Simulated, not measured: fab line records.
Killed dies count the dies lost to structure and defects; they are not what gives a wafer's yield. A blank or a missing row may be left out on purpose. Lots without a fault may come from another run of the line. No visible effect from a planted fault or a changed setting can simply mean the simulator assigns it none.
fab line records ; flow nandHarc
[record] lots = 7; wafers = 21; lastDay = 33
route steps=1302 shown A_STAIRCASE@874
lots untouched by any fault: they come from a run of this same line in which no faults occurred
startH: hours from the record's first day to the start of the lot's first wafer shown ; waitH: time in hours since the lot's previous step ; " same as the row above ; L1.1+2: a single row standing in for several wafers ; - no value, or no start given ; * or withheld: withheld ; < > ~ a bound
route shown NAME@n: a module of which the file shows steps, and the number in the route of the first ; usual: mean/standard deviation of fault-free wafers ; same: alike in all rows ; chamber/n: place in a boat ; sites: per-site readings ; _std_site: standard deviation across them ; _edge_site: outer sites' mean less inner sites' ; radiusMm: for every site, how far away it sits from the centre of the wafer ; mask NAME#n: copy n ; behind: the tool/chamber that last shaped the wafer ; hold: why the lot went on hold/how many hours it stayed there/how the hold came to an end ; device: transistor that didn't switch, given as n, p or np ; end of line: at the end of the route, the tests of the same wafers ; a step without rows: its recipe alone ; killed: dies lost to structure and defects at the first sort, not the wafer's yield ; map: per-die view of a wafer (x killed, . not killed, _ where there is no die)
set.NAME: the setting as run; set.NAME@STEP: as run at that earlier step ; model.NAME: the simulator's own value behind a step, which no gauge read
certain route steps with their lots: each step a table, each wafer a row
services: a tool's chamber out of use, with start hour (startH, from the record's first day; less than 0 if before it), hours out, and reason
[[steps]]
[step NHARC_A_STAIRCASE_PRECLEAN_448]
[recipe] timeS = *; tempC = 50; bathAgeMin = 0; chemistry = SC1
[step NHARC_A_STAIRCASE_SRD_449]
[step NHARC_A_STAIRCASE_CMP_450]
[recipe] targetThkNm = 200; material = SiO2
[usual] edgeZonePressureFrac = 1.001/0.0058; motorCurrentA = 12.2/1.2; padLifeWafers = 190/100; retainingRingPressureFrac = 1.000/0.0052; slurryFilterDpKPa = 13.52/0.13
lot.wafer;tool;chamber;startH;waitH;edgeZonePressureFrac;motorCurrentA;padLifeWafers;retainingRingPressureFrac;slurryFilterDpKPa
L616.4;cmp-03;1;536.32;-;0.999;10.9;302;0.996;13.64
L616.5;cmp-03;3;536.32;-;1.010;12.3;-;0.995;13.84
L616.6;cmp-03;0;536.32;-;1.000;14.8;-;1.000;13.58
L625.4;cmp-03;0;625.81;-;0.991;14.2;326;1.008;13.46
L625.3;cmp-03;1;625.81;-;0.995;10.7;327;1.000;13.51
L625.6;cmp-03;3;625.81;-;1.006;11.9;-;0.999;13.73
L623.1;cmp-01;2;627.69;-;0.998;10.8;198;1.006;13.44
L623.4;cmp-01;3;627.69;-;0.993;12.0;199;1.003;13.50
L623.3;cmp-01;1;627.69;-;0.994;13.3;201;1.001;13.45
L624.1;cmp-01;2;631.48;-;0.998;11.0;230;1.010;13.44
L624.6;cmp-01;0;631.48;-;1.001;12.5;-;1.003;13.68
L624.5;cmp-01;1;631.48;-;1.003;12.8;-;0.995;13.45
L626.1;cmp-02;0;631.91;-;1.005;11.4;12;0.999;13.49
L626.4;cmp-02;3;631.91;-;0.991;12.2;15;1.006;13.67
L626.6;cmp-02;0;631.91;-;1.004;11.2;-;0.999;13.29
L627.4;cmp-01;2;652.59;-;0.994;10.4;339;0.996;13.37
L627.6;cmp-01;3;652.59;-;1.006;12.0;-;0.999;13.52
L627.5;cmp-01;0;652.59;-;0.994;13.1;-;1.002;13.52
L629.1;cmp-02;1;666.55;-;1.001;13.0;169;0.995;13.40
L629.3;cmp-02;3;666.55;-;1.005;12.4;171;0.998;13.42
L629.5;cmp-02;1;666.55;-;0.999;12.5;-;1.003;13.51
[step NHARC_A_STAIRCASE_CMP_152]
[usual] edgeZonePressureFrac = 1.000/0.0053; motorCurrentA = 12.2/1.3; padLifeWafers = 196/100; retainingRingPressureFrac = 1.000/0.0048; slurryFilterDpKPa = 13.50/0.14
lot.wafer;tool;chamber;startH;waitH;edgeZonePressureFrac;motorCurrentA;padLifeWafers;retainingRingPressureFrac;slurryFilterDpKPa
L616.4;cmp-03;1;536.39;0.1;1.005;11.5;308;0.998;13.34
L616.5;cmp-03;3;536.39;0.1;0.981;11.7;-;0.997;13.35
L616.6;cmp-03;0;536.39;0.1;1.002;14.8;-;1.003;13.23
L625.4;cmp-03;0;625.89;0.1;1.007;14.9;332;0.991;13.34
L625.3;cmp-03;1;625.89;0.1;1.005;10.9;333;0.999;13.46
L625.6;cmp-03;3;625.89;0.1;1.002;11.7;-;1.001;13.49
L623.1;cmp-01;2;627.76;0.1;1.002;10.7;204;1.005;13.52
L623.4;cmp-01;3;627.76;0.1;1.004;11.4;205;1.004;13.50
L623.3;cmp-01;1;627.76;0.1;0.997;13.8;207;0.997;13.51
L624.1;cmp-01;2;631.55;0.1;0.993;10.7;236;1.002;13.60
L624.6;cmp-01;0;631.55;0.1;1.004;12.9;-;1.010;13.50
L624.5;cmp-01;1;631.55;0.1;0.999;13.8;-;1.000;13.51
L626.1;cmp-02;0;631.98;0.1;0.999;11.0;18;1.005;13.55
L626.4;cmp-02;3;631.98;0.1;0.994;13.4;21;0.995;13.47
L626.6;cmp-02;0;631.98;0.1;0.991;10.8;-;1.000;13.21
L627.4;cmp-01;2;652.66;0.1;0.999;10.8;345;1.004;13.61
L627.6;cmp-01;3;652.66;0.1;0.995;12.1;-;0.997;13.65
L627.5;cmp-01;0;652.66;0.1;1.000;13.0;-;1.000;13.65
L629.1;cmp-02;1;666.62;0.1;1.005;13.0;175;0.998;13.62
L629.3;cmp-02;3;666.62;0.1;1.000;13.5;177;0.994;13.78
L629.5;cmp-02;1;666.62;0.1;0.998;12.2;-;0.994;13.55
[step NHARC_A_STAIRCASE_SRD_154]
[step NHARC_A_STAIRCASE_ETCH_403]
[recipe] targetDepthA = 1082; chemistry = dHF; material = SiO2
[step NHARC_A_STAIRCASE_ETCHBACK_422]
[recipe] targetDepthA = 400; overEtchFrac = 0.3; timeS = 74.286; ionEnergyEv = 120; ch3fFlowSccm = 50; o2FlowSccm = 30; arFlowSccm = 200; rfW = 500; biasW = 100; chemistry = CH3F/O2
[usual] drypumpMotorCurrentA = 5.6/0.42; oesProductAu = 0.95/0.036; rfVppV = 243.4/1.4; showerheadPlenumPTorr = 2.39/0.085; throttleValvePct = 20.662/0.0095
lot.wafer;tool;chamber;startH;waitH;drypumpMotorCurrentA;oesProductAu;rfHoursCounterH;rfVppV;showerheadPlenumPTorr;throttleValvePct
L616.4;rieDiel-01;2;536.96;0.3;5.2;0.93;49;240.8;2.28;20.673
L616.6;rieDiel-01;0;536.96;0.3;4.9;0.94;-;244.4;2.33;20.647
L616.5;rieDiel-01;1;536.96;0.3;6.4;0.94;-;243.5;2.35;20.658
L625.3;rieDiel-08;2;626.44;0.3;5.9;1.01;8;244.5;2.39;20.671
L625.4;rieDiel-08;3;626.44;0.3;5.8;0.99;20;244.9;2.38;20.659
L625.6;rieDiel-08;1;626.44;0.3;5.8;1.00;-;243.3;2.44;20.678
L623.1;rieDiel-04;2;628.24;0.1;6.1;0.91;30;242.4;2.35;20.653
L623.3;rieDiel-04;3;628.24;0.1;5.4;0.93;27;245.5;2.48;20.662
L623.4;rieDiel-04;0;628.24;0.1;5.1;0.93;33;245.6;2.57;20.658
L624.1;rieDiel-08;0;632.00;0.2;5.3;0.92;32;242.1;2.28;20.665
L624.5;rieDiel-08;3;632.00;0.2;5.8;0.99;-;243.2;2.38;20.667
L624.6;rieDiel-08;0;632.00;0.2;5.3;0.94;-;241.2;2.28;20.665
L626.1;rieDiel-04;3;632.44;0.1;5.4;0.92;28;244.8;2.48;20.656
L626.4;rieDiel-04;2;632.44;0.1;6.1;0.92;32;241.7;2.35;20.662
L626.6;rieDiel-04;0;632.44;0.1;5.2;0.93;-;245.6;2.57;20.679
L627.4;rieDiel-04;0;653.13;0.2;5.1;0.93;41;246.4;2.57;20.658
L627.5;rieDiel-04;1;653.13;0.2;5.5;0.93;-;242.2;2.37;20.651
L627.6;rieDiel-04;2;653.13;0.2;6.1;0.92;-;242.0;2.34;20.670
L629.1;rieDiel-08;1;667.08;0.1;5.8;0.93;47;244.3;2.44;20.647
L629.3;rieDiel-08;2;667.08;0.1;5.9;0.93;27;242.8;2.38;20.657
L629.5;rieDiel-08;0;667.08;0.1;5.3;0.92;-;242.4;2.27;20.655
[step NHARC_A_STAIRCASE_ETCH_423]
[recipe] targetDepthA = 300; chemistry = dHF; material = SiO2
[step NHARC_A_STAIRCASE_ETCHBACK_157]
[recipe] targetDepthA = 900; overEtchFrac = 0.3; timeS = 167.14; ionEnergyEv = 120; ch3fFlowSccm = 50; o2FlowSccm = 30; arFlowSccm = 200; rfW = 500; biasW = 100; chemistry = CH3F/O2
[step NHARC_A_STAIRCASE_STRIP_475]
[recipe] timeS = 20; o2FlowSccm = 500; arFlowSccm = 0; biasW = 0; chemistry = O2
[usual] drypumpMotorCurrentA = 5.6/0.43; oesProductAu = 1.004/0.01; rfVppV = 57.5/0.89; showerheadPlenumPTorr = 3.45/0.14; throttleValvePct = 17.037/0.0084
lot.wafer;tool;chamber;startH;waitH;drypumpMotorCurrentA;oesProductAu;rfHoursCounterH;rfVppV;showerheadPlenumPTorr;throttleValvePct
L616.4;rieDiel-08;2;-;-;5.9;0.980;57;55.8;3.43;17.032
L616.5;rieDiel-08;1;-;-;5.8;1.006;-;57.3;3.53;17.036
L616.6;rieDiel-08;2;-;-;5.9;0.991;-;57.9;3.43;17.039
L625.4;rieDiel-04;2;-;-;6.1;1.005;30;57.4;3.37;17.040
L625.3;rieDiel-04;3;-;-;5.5;1.010;27;58.0;3.56;17.041
L625.6;rieDiel-04;3;-;-;5.4;1.006;-;56.4;3.56;17.032
L623.1;rieDiel-04;0;-;-;5.1;1.009;33;58.5;3.69;17.048
L623.3;rieDiel-04;1;-;-;5.5;1.024;32;57.3;3.41;17.038
L623.4;rieDiel-04;3;-;-;5.4;1.001;27;57.4;3.56;17.045
L624.1;rieDiel-01;0;-;-;4.9;1.014;32;57.7;3.33;17.034
L624.6;rieDiel-01;1;-;-;6.4;1.010;-;57.2;3.37;17.038
L624.5;rieDiel-01;2;-;-;5.2;0.994;-;58.9;3.79;17.044
L626.4;rieDiel-01;3;-;-;6.0;1.010;12;57.5;3.38;17.034
L626.1;rieDiel-01;0;-;-;4.9;1.024;33;57.3;3.33;17.023
L626.6;rieDiel-01;3;-;-;6.0;1.006;-;57.9;3.38;17.035
L627.4;rieDiel-04;1;-;-;5.5;1.014;39;58.7;3.41;17.037
L627.6;rieDiel-04;3;-;-;5.5;0.999;-;58.0;3.55;17.042
L627.5;rieDiel-04;0;-;-;5.1;1.005;-;58.5;3.68;17.042
L629.3;rieDiel-04;1;-;-;5.5;1.026;50;56.2;3.40;17.024
L629.1;rieDiel-04;2;-;-;6.0;0.998;48;59.1;3.36;17.039
L629.5;rieDiel-04;1;-;-;5.5;1.016;-;58.4;3.40;17.019
[step NHARC_A_STAIRCASE_DEP_471]
[recipe] targetThkA = 1000; tempC = 400; pressureTorr = 6.5; rfW = 900; teosFlowSccm = 161.4; flowSccm = 2650; targetThkNm = 100; gas = O2; material = SiO2
[usual] heaterPowerW = 525/79; throttleValvePct = 16.3/0.41
lot.wafer;tool;chamber;startH;waitH;heaterPowerW;throttleValvePct
L616.5;pecvd-02;2;537.67;-;577;15.9
L616.6;pecvd-02;0;537.67;-;535;16.3
L616.4;pecvd-02;1;537.67;-;432;16.1
L625.3;pecvd-04;0;627.08;-;390;16.7
L625.6;pecvd-04;2;627.08;-;658;16.9
L625.4;pecvd-04;0;627.08;-;412;16.7
L623.1;pecvd-03;1;628.89;-;517;16.1
L623.3;pecvd-03;2;628.89;-;446;16.0
L623.4;pecvd-03;2;628.89;-;449;16.3
L624.1;pecvd-02;2;632.67;-;650;15.4
L624.5;pecvd-02;1;632.67;-;413;15.9
L624.6;pecvd-02;2;632.67;-;665;15.2
L626.1;pecvd-03;1;633.08;-;571;16.4
L626.6;pecvd-03;1;633.08;-;565;16.2
L626.4;pecvd-03;2;633.08;-;378;16.1
L627.4;pecvd-03;1;653.83;-;498;16.0
L627.6;pecvd-03;2;653.83;-;460;15.9
L627.5;pecvd-03;0;653.83;-;462;16.4
L629.3;pecvd-03;0;667.73;-;589;16.3
L629.1;pecvd-03;1;667.73;-;492;16.2
L629.5;pecvd-03;2;667.73;-;486;15.9
[step NHARC_A_STAIRCASE_CMP_472]
[recipe] material = SiO2
[usual] edgeZonePressureFrac = 1.000/0.0049; motorCurrentA = 12.2/1.3; padLifeWafers = 181/120; retainingRingPressureFrac = 1.001/0.0049; slurryFilterDpKPa = 13.49/0.13
lot.wafer;tool;chamber;startH;waitH;edgeZonePressureFrac;motorCurrentA;padLifeWafers;retainingRingPressureFrac;slurryFilterDpKPa
L616.4;cmp-01;1;537.86;0.1;1.002;13.4;156;0.997;13.32
L616.6;cmp-01;1;537.86;0.1;1.001;12.4;-;1.003;13.72
L616.5;cmp-01;2;537.86;0.1;1.003;11.1;-;0.986;13.43
L625.3;cmp-03;3;627.35;0.2;-;-;-;-;-
L625.4;cmp-03;0;627.35;0.2;-;-;-;-;-
L625.6;cmp-03;2;627.35;0.2;-;-;-;-;-
L623.4;cmp-01;0;629.13;0.1;-;-;-;-;-
L623.3;cmp-01;1;629.13;0.1;-;-;-;-;-
L623.1;cmp-01;3;629.13;0.1;-;-;-;-;-
L624.1;cmp-02;1;633.00;0.3;-;-;-;-;-
L624.5;cmp-02;0;633.00;0.3;-;-;-;-;-
L624.6;cmp-02;1;633.00;0.3;-;-;-;-;-
L626.1;cmp-03;1;633.35;0.2;0.997;11.2;366;1.000;13.46
L626.4;cmp-03;2;633.35;0.2;0.999;12.7;367;1.001;13.63
L626.6;cmp-03;1;633.35;0.2;0.992;11.0;-;1.004;13.61
L627.4;cmp-01;2;654.09;0.2;1.001;10.6;357;1.004;13.46
L627.6;cmp-01;3;654.09;0.2;1.005;11.7;-;1.007;13.66
L627.5;cmp-01;0;654.09;0.2;0.999;12.7;-;0.993;13.50
L629.1;cmp-02;2;668.03;0.2;1.003;10.6;182;1.002;13.41
L629.3;cmp-02;3;668.03;0.2;1.000;13.3;183;1.003;13.51
L629.5;cmp-02;0;668.03;0.2;1.003;11.8;-;0.997;13.45
[[services]]
tool;chamber;startH;hours;kind
pecvd-02;2;518.55;3.7;repair
cmp-02;-;526.65;4.0;pm
rieDiel-04;-;532.03;9.0;pm
cmp-01;-;538.80;0.5;repair
rieDiel-08;3;538.83;31.0;repair
rieDiel-08;-;545.11;9.0;pm
pecvd-03;-;547.00;13.0;pm
cmp-03;-;554.26;4.0;pm
rieDiel-04;-;557.25;0.3;repair
rieDiel-01;-;557.91;9.0;pm
rieDiel-08;2;560.10;45.4;repair
cmp-02;-;572.18;0.3;repair
cmp-01;-;577.92;4.0;pm
cmp-01;-;587.37;2.1;repair
rieDiel-01;2;588.88;10.9;repair
pecvd-02;-;589.19;13.0;pm
cmp-02;-;604.06;0.5;repair
rieDiel-04;2;613.68;4.1;repair
cmp-01;-;619.56;2.3;repair
cmp-03;-;621.81;0.3;repair
cmp-02;-;624.65;4.0;pm
cmp-02;-;641.01;0.6;repair
cmp-03;-;650.45;62.3;repair
cmp-01;-;656.74;0.4;repair
[[key]]
[firstSign] step = NHARC_A_STAIRCASE_CMP_472; reading = toolRecord; direction = missing
effect none on later readings
metAt NHARC_A_STAIRCASE_CMP_472
struckWafers L623.1,L623.3,L623.4,L624.1,L624.5,L624.6,L625.3,L625.4,L625.6
laterRowsLeftOut L623.1,L623.3,L623.4,L624.1,L624.5,L624.6,L625.3,L625.4,L625.6
sortLeftOut L623.1,L623.3,L623.4,L624.1,L624.5,L624.6,L625.3,L625.4,L625.6
testerLeftOut L623,L624,L625
onsetBetween 537.86 627.35
[fault] kind = skippedStepWhole; tool = cmp-01,cmp-02,cmp-03; chamber = -; onsetH = 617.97; steps = NHARC_A_STAIRCASE_CMP_472; scope = struckLotsOnly
// testerLeftOut: of these lots the tester's yield and bins aren't shown, on N5 and GAA mostly nor the transistor test; their killed dies are dies lost to structure and defects alone, not to doping, threshold or leakage, so they don't give the yield
// sortLeftOut: the simulated sort isn't trusted on such a fault, so these wafers' sort isn't shown, and their yield isn't known
// laterRowsLeftOut: the simulator's readings of these wafers behind a module that went badly wrong aren't trusted and aren't shown, but for the sort
